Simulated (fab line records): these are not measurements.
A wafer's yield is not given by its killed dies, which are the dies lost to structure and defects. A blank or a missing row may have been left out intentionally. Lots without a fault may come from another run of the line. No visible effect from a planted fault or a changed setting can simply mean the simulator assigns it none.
2 desks looking at one fault :: flow n5-finfet :: only its own numbers are on each desk; what lay behind them is given at the end

AT THE TOOL OWNER'S DESK: cvd-co-01
The tool's own readings at N5_BEOL_M5_CVD_47 (deposits Co from CCTBA/H2, target thk 3 nm, time 216 s): means of the sampled wafers that have a number, for each lot that ran on this tool. A lot is out of limits, marked OUT, if its mean lies more than 4 standard deviations from the usual mean; the brackets give that distance.
Columns: A = run-length-s at N5_BEOL_M5_CVD_47, usual 238.9 s
lot: L545
first seen here: day 8 19:34
A: 238.9

lot: L548
first seen here: day 9 23:49
A: 238.8

lot: L550
first seen here: day 10 17:10
A: 240.8 (+4.1) OUT

lot: L553
first seen here: day 10 20:38
A: 240.3

lot: L554
first seen here: day 11 12:34
A: 240.4
This desk's verdict: out of limits on L550, starting with L550 at day 10 17:10 (run-length-s at N5_BEOL_M5_CVD_47). L545, L548, L553, L554 stayed within limits.

METROLOGY DESK
What the gauges read for every lot (on any tool): the sampled wafers with a number, averaged. A lot is out of limits, marked OUT, if its mean lies more than 4 standard deviations from the usual mean; the brackets give that distance.
Columns: A = trench-depth-nm at N5_BEOL_M5_OCD_MEAS_38, usual 71.5 nm; B = cd-nm at N5_BEOL_M5_CD_MEAS_35, usual 27.9 nm
lot: L545
first seen here: day 8 18:05
A: 71.9
B: 28.2

lot: L548
first seen here: day 9 22:35
A: 73.3
B: 27.9

lot: L550
first seen here: day 10 15:05
A: 70.7
B: 28.1

lot: L553
first seen here: day 10 19:13
A: 71.7
B: 28.3

lot: L554
first seen here: day 11 10:47
A: 71.5
B: 27.9

lot: L555
first seen here: day 11 22:25
A: 69.6
B: 27.4

lot: L562
first seen here: day 13 09:34
A: 74.1
B: 27.6
This desk's finding: nothing out of limits on any of the 7 lots.

TAKEN TOGETHER
On L550, at day 10 17:10, an alarm was possible from the tool owner's desk.
At the metrology desk, nothing out of limits was observed.
The metrology desk holds a record of L550, inside its limits.
N5_BEOL_M5_CVD_47 was run on cvd-co-01 by each of the lots named.

WHAT THE SIMULATOR PUT IN
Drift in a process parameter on cvd-co-01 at N5_BEOL_M5_CVD_47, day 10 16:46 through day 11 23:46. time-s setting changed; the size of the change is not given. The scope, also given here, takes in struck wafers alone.
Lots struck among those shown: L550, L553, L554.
Time in hours from fault onset to the first out-of-limits reading at each desk: the tool owner's desk, 0.
